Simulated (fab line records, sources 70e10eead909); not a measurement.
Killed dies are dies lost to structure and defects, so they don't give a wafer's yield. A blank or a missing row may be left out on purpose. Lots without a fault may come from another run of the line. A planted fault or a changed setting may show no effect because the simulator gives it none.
Chamber matching | flow nand_harc | NHARC_P_M0_PRE_CLEAN_31 on pecvd-01: 3 sister chambers
The step time 12 s. 6 wafers are shown with their chamber, then 12 later ones without.

WAFERS WITH THEIR CHAMBER
wafer  | chamber | heater_power_w (W) | rf_fwd_power_W (W)
L081.5 | 2       | 516                | 292.6
L082.4 | 1       | 588                | 293.3
L082.6 | 0       | 715                | 292.1
L083.1 | 2       | 513                | 292.4
L083.3 | 1       | 612                | 292.2
L083.6 | 0       | 614                | 292.4

WAFERS WITHOUT THEIR CHAMBER
wafer  | heater_power_w (W) | rf_fwd_power_W (W)
L088.2 | 480                | 293.2
L088.4 | 462                | 292.5
L088.5 | 645                | 293.5
L086.1 | 555                | 291.9
L086.2 | 524                | 294.1
L086.6 | 553                | 291.4
L086.3 | 717                | 293.4
L086.4 | 522                | 293.3
L086.5 | 692                | 292.5
L089.1 | 590                | 293.0
L089.5 | 684                | 292.4
L089.6 | 541                | 292.6

WHICH CHAMBER EACH WENT THROUGH
wafer  | from the rows above          | in truth
L088.2 | can't be placed: 2 or 1      | 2
L088.4 | 2                            | 2
L088.5 | can't be placed: 1 or 0 or 2 | 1
L086.1 | can't be placed: 2 or 1 or 0 | 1
L086.2 | can't be placed: 1 or 2 or 0 | 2
L086.6 | can't be placed: 2 or 1 or 0 | 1
L086.3 | can't be placed: 0 or 1      | 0
L086.4 | can't be placed: 2 or 1      | 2
L086.5 | can't be placed: 0 or 1      | 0
L089.1 | can't be placed: 1 or 2 or 0 | 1
L089.5 | can't be placed: 0 or 1      | 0
L089.6 | can't be placed: 2 or 1      | 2
Placed correctly: 1 of 12. Can't be placed from these rows: 11 (the true chamber is among the candidates in 11). Placed wrongly: 0.
How it was worked out, from the rows above alone: a wafer's distance from a chamber is the root of the sum, over the readings, of the square of ((its reading less the chamber's mean) divided by the reading's scatter). The wafer belongs to the nearest chamber; if the next one is less than 2 further off, it can't be placed. A chamber's mean is the mean of its shown wafers. The scatter: the root of (the sum of the squares of (reading less its chamber's mean) over the shown wafers, divided by (wafers less chambers)).
